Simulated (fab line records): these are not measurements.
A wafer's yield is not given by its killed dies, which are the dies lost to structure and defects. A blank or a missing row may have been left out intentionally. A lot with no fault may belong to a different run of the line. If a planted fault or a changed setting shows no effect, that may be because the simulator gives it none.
Comparing a struck lot with a sound one / flow n5 finfet / 15 steps out of a route of 1938
Sound: these wafers, L648.1, L648.2, L648.6. Struck: wafer L654.6 (left out: L654.2, a lot-mate that was not struck); the cause follows at the end.
Order at every step that has rows: each side's tool, ch and its chambers, its first start. Under that, the readings that differ: sound wafers / struck wafers / difference of the means / sigmas: that difference in standard deviations of wafers without a fault.
alike: a reading whose means differ by less than 2 such deviations, as well as words and numbers matching on both sides. not compared: withheld readings; readings where some wafer has no value; bounds like >300 that might hide an equal value; numbers whose values overlap and for which the record gives no deviation.
The two part at a step that has a row with sigmas, a row that says differs or no value, or rows on one side only. When numbers do not overlap yet have no deviation, they are printed without sigmas and do not part them. A reading that every wafer of one side lacks parts them only if that side has two wafers or more.

N5_BEOL_M9_HM_DEP_02: deposits TiN, target thk 20 nm.
  sound: pvd sputter-01 at day 9 12:01; struck: pvd sputter-01 at day 11 05:52
  alike: throttle valve pct
then, 8 steps without rows for these wafers: N5_BEOL_M9_COAT_59 (time 60 s, resist thk 100 nm); N5_BEOL_M9_COAT_60 (time 60 s, resist thk 30 nm); N5_BEOL_M9_COAT_05 (resist thk 90 nm); N5_BEOL_M9_EBR_07; N5_BEOL_M9_SOFTBAKE_06 (time 60 s); N5_BEOL_M9_EXPOSE_08 (exposes mask M9); N5_BEOL_M9_PEB_09 (peb time 60 s); N5_BEOL_M9_DEVELOP_10 (develop time 30 s).
N5_BEOL_M9_CD_MEAS_11: target cd 64.1 nm.
  sound on cd sem-03 ch 0, day 9 12:31; struck on cd sem-01 ch 0, day 11 06:22
  alike: cd nm
N5_BEOL_M9_OVL_MEAS_12:
  sound on overlay-02 ch 0, day 9 12:33; struck on overlay-02 ch 0, day 11 06:23
  alike: M9_OVL
N5_BEOL_M9_INSPECT_13: inspects for defects (brightfield).
  sound: defect inspect-01 at day 9 12:34; struck: defect inspect-01 at day 11 06:25
  alike: raw defect count
N5_BEOL_M9_DESCUM_16: chemistry O2, time 7.9 s.
  sound on rie diel-05 ch 0,1, day 9 13:02; struck on rie diel-01 ch 1, day 11 06:26
reading=o2 flow sccm (sccm); sound=223.7 223.7 224.5; struck=225.5; difference=+1.5; sigmas=+2
reading=rf vpp V (V); sound=242.0 242.4 242.7; struck=245.4; difference=+3.0; sigmas=+2
reading=showerhead plenum p Torr (Torr); sound=1.97 2.01 1.97; struck=2.19; difference=+0.21; sigmas=+2
reading=model.CAR-ArF_of_BEOL_M9_COAT_05.thk nm (nm); sound=82.8 83.2 83; struck=85.2; difference=+2.2; sigmas=
  alike: drypump motor current A, oes product au, throttle valve pct
  not compared: rf hours counter h
N5_BEOL_M9_ETCH_61: etches SiARC in CF4, target depth 39 nm, time 65 s.
  sound on rie diel-05 ch 0,1, day 9 13:04; struck on rie diel-01 ch 1, day 11 06:29
reading=etch rf on time s (s); sound=64.7 65.4 65.2; struck=62.1; difference=-3.0; sigmas=-2
reading=showerhead plenum p Torr (Torr); sound=2.04 2.06 2.04; struck=2.21; difference=+0.16; sigmas=+2
reading=model.CAR-ArF_of_BEOL_M9_COAT_05.thk nm (nm); sound=55 55.2 55.2; struck=57.2; difference=+2.1; sigmas=
  alike: drypump motor current A, oes product au, rf vpp V, throttle valve pct
  not compared: rf hours counter h
N5_BEOL_M9_ETCH_62: etches SOC in N2/H2, target depth 110 nm, overetch 22 nm, time 165 s.
  sound on rie diel-05 ch 0,1, day 9 13:07; struck on rie diel-01 ch 1, day 11 06:32
reading=rf vpp V (V); sound=519.6 521.0 518.8; struck=525.8; difference=+6.0; sigmas=+2
reading=showerhead plenum p Torr (Torr); sound=2.41 2.44 2.41; struck=2.64; difference=+0.22; sigmas=+2
  alike: drypump motor current A, oes product au, throttle valve pct
  not compared: rf hours counter h

== WHERE THEY PART ==
At N5_BEOL_M9_DESCUM_16 first; at N5_BEOL_M9_ETCH_62 last (within this record only).

WHY: whatever the simulator had introduced
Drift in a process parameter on rie diel-01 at N5_BEOL_M9_DESCUM_16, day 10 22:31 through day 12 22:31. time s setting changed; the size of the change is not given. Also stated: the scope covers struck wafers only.
